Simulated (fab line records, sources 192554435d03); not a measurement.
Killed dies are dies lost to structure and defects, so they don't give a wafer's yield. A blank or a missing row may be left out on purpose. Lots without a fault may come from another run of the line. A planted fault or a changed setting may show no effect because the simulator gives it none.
Chamber matching | flow n5_finfet | N5_BEOL_M8_ETCH_61 on rie_diel-02: 4 sister chambers
The step etches SiARC in CF4, target depth 45.5 nm, time 75.8 s. 20 wafers are shown with their chamber, then 10 later ones without.

WAFERS WITH THEIR CHAMBER
wafer  | chamber | showerhead_plenum_p_Torr (Torr) | drypump_motor_current_A (A) | throttle_valve_pct (%)
L075.3 | 0       | 2.09                            | 5.7                         | 15.26
L075.4 | 1       | 2.19                            | 6.0                         | 15.73
L075.6 | 1       | 2.19                            | 6.0                         | 15.72
L077.1 | 3       | 2.15                            | 5.8                         | 15.40
L077.2 | 1       | 2.19                            | 6.0                         | 15.74
L077.3 | 0       | 2.09                            | 5.7                         | 15.27
L084.1 | 1       | 2.18                            | 6.0                         | 15.77
L084.3 | 2       | 2.25                            | 5.4                         | 15.17
L084.5 | 2       | 2.25                            | 5.4                         | 15.18
L085.1 | 2       | 2.25                            | 5.3                         | 15.16
L085.3 | 0       | 2.08                            | 5.7                         | 15.33
L085.4 | 1       | 2.18                            | 6.0                         | 15.78
L086.2 | 3       | 2.14                            | 5.8                         | 15.45
L086.4 | 2       | 2.25                            | 5.3                         | 15.17
L086.5 | 0       | 2.08                            | 5.7                         | 15.33
L089.1 | 1       | 2.18                            | 6.1                         | 15.33
L089.4 | 3       | 2.14                            | 5.8                         | 15.45
L089.6 | 0       | 2.08                            | 5.7                         | 15.36
L093.1 | 1       | 2.18                            | 6.0                         | 15.33
L093.2 | 0       | 2.08                            | 5.7                         | 15.35

SIGNATURES (means of the wafers above)
reading                  | chamber 0 | chamber 1 | chamber 2 | chamber 3 | scatter within a chamber
showerhead_plenum_p_Torr | 2.0833    | 2.1843    | 2.2500    | 2.1433    | 0.00482
drypump_motor_current_A  | 5.700     | 6.014     | 5.350     | 5.800     | 0.0341
throttle_valve_pct       | 15.3167   | 15.6286   | 15.1700   | 15.4333   | 0.128
Rule: a wafer's distance from a chamber is the root of the sum, over the readings, of the square of ((its reading less the chamber's mean) divided by the reading's scatter). The wafer belongs to the nearest chamber; if the next one is less than 2 further off, it can't be placed. The scatter: the root of (the sum of the squares of (reading less its chamber's mean) over the shown wafers, divided by (wafers less chambers)).

WAFERS WITHOUT THEIR CHAMBER
wafer  | showerhead_plenum_p_Torr (Torr) | drypump_motor_current_A (A) | throttle_valve_pct (%)
L093.6 | 2.08                            | 5.7                         | 15.36
L094.1 | 2.07                            | 5.7                         | 15.36
L094.4 | 2.18                            | 6.0                         | 15.33
L094.5 | 2.18                            | 6.0                         | 15.32
L092.4 | 2.08                            | 5.7                         | 15.37
L092.5 | 2.18                            | 6.0                         | 15.32
L092.6 | 2.07                            | 5.7                         | 15.35
L097.2 | 2.24                            | 5.3                         | 15.22
L097.3 | 2.07                            | 5.7                         | 15.37
L097.5 | 2.07                            | 5.7                         | 15.37

WHICH CHAMBER EACH WENT THROUGH
wafer  | from the rows above | in truth
L093.6 | 0                   | 0
L094.1 | 0                   | 0
L094.4 | 1                   | 1
L094.5 | 1                   | 1
L092.4 | 0                   | 0
L092.5 | 1                   | 1
L092.6 | 0                   | 0
L097.2 | 2                   | 2
L097.3 | 0                   | 0
L097.5 | 0                   | 0
Placed correctly: 10 of 10. Can't be placed from these rows: 0. Placed wrongly: 0.
